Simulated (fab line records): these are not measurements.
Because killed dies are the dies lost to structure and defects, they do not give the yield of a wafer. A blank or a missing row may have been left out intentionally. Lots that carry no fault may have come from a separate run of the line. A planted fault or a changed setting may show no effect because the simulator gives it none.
Commonality check across tools | flow n5Finfet | 10 lots, 30 wafers sampled

WHY IT WAS OPENED
N5_BEOL_M8_OVL_MEAS_12, reading M8_OVL: flagged on 2 of 10 lots. Fault-free wafers read 0.1 nm, with a standard deviation of 0.77.
Rule: a lot gets a flag if all its wafers with a number sit over 4 standard deviations from that mean, or if no wafer of it has a number. All remaining lots are regarded as sound.

lot  | measured     | on         | M8_OVL (nm), wafer by wafer | flag
L324 | day 11 01:58 | overlay-01 | -1.6 -0.8 -1.1              | 
L325 | day 11 05:24 | overlay-01 | 0.2 0.8 1.2                 | 
L326 | day 11 22:58 | overlay-01 | 11.3 12.0 10.6              | FLAGGED
L330 | day 12 09:47 | overlay-02 | 11.7 11.4 12.4              | FLAGGED
L335 | day 12 16:56 | overlay-02 | 0.1 -0.4 0.6                | 
L334 | day 13 16:16 | overlay-02 | -0.4 -0.2 0.2               | 
L337 | day 14 08:42 | overlay-01 | 0.5 1.0 0.4                 | 
L340 | day 15 04:05 | overlay-02 | -0.9 -0.7 0.3               | 
L342 | day 15 11:19 | overlay-01 | 0.5 1.2 1.0                 | 
L344 | day 16 03:38 | overlay-01 | 0.2 1.5 0.6                 | 
The mean of the flagged lots' numbers is 11.6 nm, +11.5 nm from the usual (+15 standard deviations).

LOT BY LOT: THE TOOL USED
2 process steps preceding the reading are held in the record, out of 1938 steps in the route. Cell contents, in order: the tool; ch with the chambers the sampled wafers went through; the start.
lot  | flag    | N5_BEOL_M7_CMP_52             | N5_BEOL_M8_EXPOSE_08
L324 |         | cmp-04 ch 0,1,2, day 11 00:05 | arfiScanner-02 ch 0, day 11 01:48
L325 |         | cmp-03 ch 2,3, day 11 02:14   | arfiScanner-01 ch 0, day 11 05:15
L326 | FLAGGED | cmp-01 ch 1,2, day 11 20:43   | arfiScanner-02 ch 0, day 11 22:49
L330 | FLAGGED | cmp-04 ch 0,1,3, day 12 07:37 | arfiScanner-02 ch 0, day 12 09:37
L335 |         | cmp-03 ch 0,1, day 12 14:44   | arfiScanner-01 ch 0, day 12 16:47
L334 |         | cmp-04 ch 0,1,3, day 13 12:01 | arfiScanner-01 ch 0, day 13 16:07
L337 |         | cmp-03 ch 0,1,3, day 14 04:07 | arfiScanner-01 ch 0, day 14 08:32
L340 |         | cmp-04 ch 1,2,3, day 15 01:33 | arfiScanner-01 ch 0, day 15 03:56
L342 |         | cmp-04 ch 0,1,3, day 15 05:13 | arfiScanner-03 ch 0, day 15 11:10
L344 |         | cmp-04 ch 1,2,3, day 16 00:20 | arfiScanner-01 ch 0, day 16 03:28
What these steps do:
- N5_BEOL_M7_CMP_52: polishes, stops on SiCOH lowk, t overpolish 6.9 s, target thk 80 nm.
- N5_BEOL_M8_EXPOSE_08: exposes mask M8.
- N5_BEOL_M8_OVL_MEAS_12

FLAGGED AGAINST TOTAL, ONE TOOL AT A TIME (gauges that did the reading follow at the end)
step                   | tool           | lots run | flagged | share of the flagged lots | sound lots run after its first flagged lot
N5_BEOL_M7_CMP_52      | cmp-01         | 1        | 1       | some                      | 0
N5_BEOL_M7_CMP_52      | cmp-03         | 3        | 0       | none                      | -
N5_BEOL_M7_CMP_52      | cmp-04         | 6        | 1       | some                      | 4 (L334,L340,L342,L344)
N5_BEOL_M8_EXPOSE_08   | arfiScanner-01 | 6        | 0       | none                      | -
N5_BEOL_M8_EXPOSE_08   | arfiScanner-02 | 3        | 2       | all                       | 0
N5_BEOL_M8_EXPOSE_08   | arfiScanner-03 | 1        | 0       | none                      | -
N5_BEOL_M8_OVL_MEAS_12 | overlay-01     | 6        | 1       | some                      | 3 (L337,L342,L344)
N5_BEOL_M8_OVL_MEAS_12 | overlay-02     | 4        | 1       | some                      | 3 (L335,L334,L340)

THE TABLE: WHAT IT ALLOWS
Rows of the table that ran each flagged lot: 1, that is arfiScanner-02 at N5_BEOL_M8_EXPOSE_08.
- arfiScanner-02 at N5_BEOL_M8_EXPOSE_08 ran 3 lots, 2 of them flagged. It ran its last sound lot, L324, at day 11 01:48 and its first flagged lot, L326, at day 11 22:49: a fault with its onset between the two fits.
arfiScanner-02 at N5_BEOL_M8_EXPOSE_08 is the single tool remaining.

WHAT THE SIMULATOR HAD PUT IN
Scanner matching overlay: arfiScanner-02, from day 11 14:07 on, at N5_BEOL_M8_EXPOSE_08. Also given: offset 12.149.
Struck lots among those shown: L326, L330. The same result came from the rule above.
